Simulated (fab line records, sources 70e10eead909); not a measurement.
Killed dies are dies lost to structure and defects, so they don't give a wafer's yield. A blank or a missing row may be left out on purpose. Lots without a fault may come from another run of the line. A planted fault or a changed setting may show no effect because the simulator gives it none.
Problem report in the 8D (eight disciplines) form, filled by code | flow nand_harc | the parts of the form that need people (team, actions taken, sign-off) are left out

1. THE PROBLEM
heater_power_total_W at NHARC_A_CONTACT_SOFTBAKE_64 reads a mean of 192.84 W on 6 wafers of 2 lots; wafers without a fault read 188.46 W with a standard deviation of 0.14. That is +31 standard deviations from the usual mean.
The step: time 55 s.
First seen on wafer L403.2, day 25 23:00, on litho_track-04. The record holds 39 wafers of 13 lots with a number at this step. Rule for "out", or "out of limits": more than 4 standard deviations from the usual mean. The other wafers with a number count as sound.

2. WHAT IT IS AND WHAT IT IS NOT
question                    | is                     | is not
which readings at this step | heater_power_total_W   | exhaust_pa, plate_temp_C
which lots                  | L403, L405             | L393, L395, L396, L397, L398, L399, L411, L412, L414, L415, L416
which wafers of those lots  | all that have a number | -
read on which tools         | litho_track-04         | litho_track-01, litho_track-06
when                        | from day 25 23:00      | up to then (18 sound wafers); but 15 sound wafers of L411, L412, L414, L415, L416 came after

3. SUSPECTS, AND WHAT RULES EACH OUT
Counting: a tool at a process step up to the reading stays a suspect if it ran every lot that is out and no sound lot after the first of them.
- har_cap_etch-01 at NHARC_A_CONTACT_ETCH_117 (etches the open film in C4F8/O2/Ar, time 190 s, target depth 1850 nm): ruled out as a lasting fault. Sound lots L415, L416 ran on it after its first lot that is out, L403 (day 25 15:58).
- litho_track-04 at NHARC_A_CONTACT_SOFTBAKE_64 (time 55 s): ruled out as a lasting fault. Sound lots L411, L414 ran on it after its first lot that is out, L403 (day 25 23:00).
Left after counting: nothing in the record.

4. THE CAUSE (what the simulator had put in)
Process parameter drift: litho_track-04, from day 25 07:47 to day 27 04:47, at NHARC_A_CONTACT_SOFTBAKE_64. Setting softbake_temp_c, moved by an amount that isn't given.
Counting ruled it out, wrongly.

5. THE CHAIN OF EFFECTS, in route order
Each row: a reading whose mean over the struck wafers that have a number lies more than 3 standard deviations from the usual. Only readings for which the record gives a usual standard deviation are gone through. hours: the time from each lot's start at the first step in this table that gives one to its start at this step, as a median over the lots. sigmas: the change in usual standard deviations.
hours | step                        | reading              | usual    | on struck wafers | change | sigmas
0     | NHARC_A_CONTACT_SOFTBAKE_64 | heater_power_total_W | 188.46 W | 192.84           | +4.38  | +31
The process steps in it:
- NHARC_A_CONTACT_SOFTBAKE_64: time 55 s.
Later measuring or inspecting steps at which every struck wafer that the step has a row for has a number for every such reading, and none has moved that far: NHARC_END_SORT_01.

6. WHAT WOULD HAVE CAUGHT IT SOONER
In this record the first reading out of limits was taken at day 25 23:00, 15 hours after the fault began at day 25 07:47.
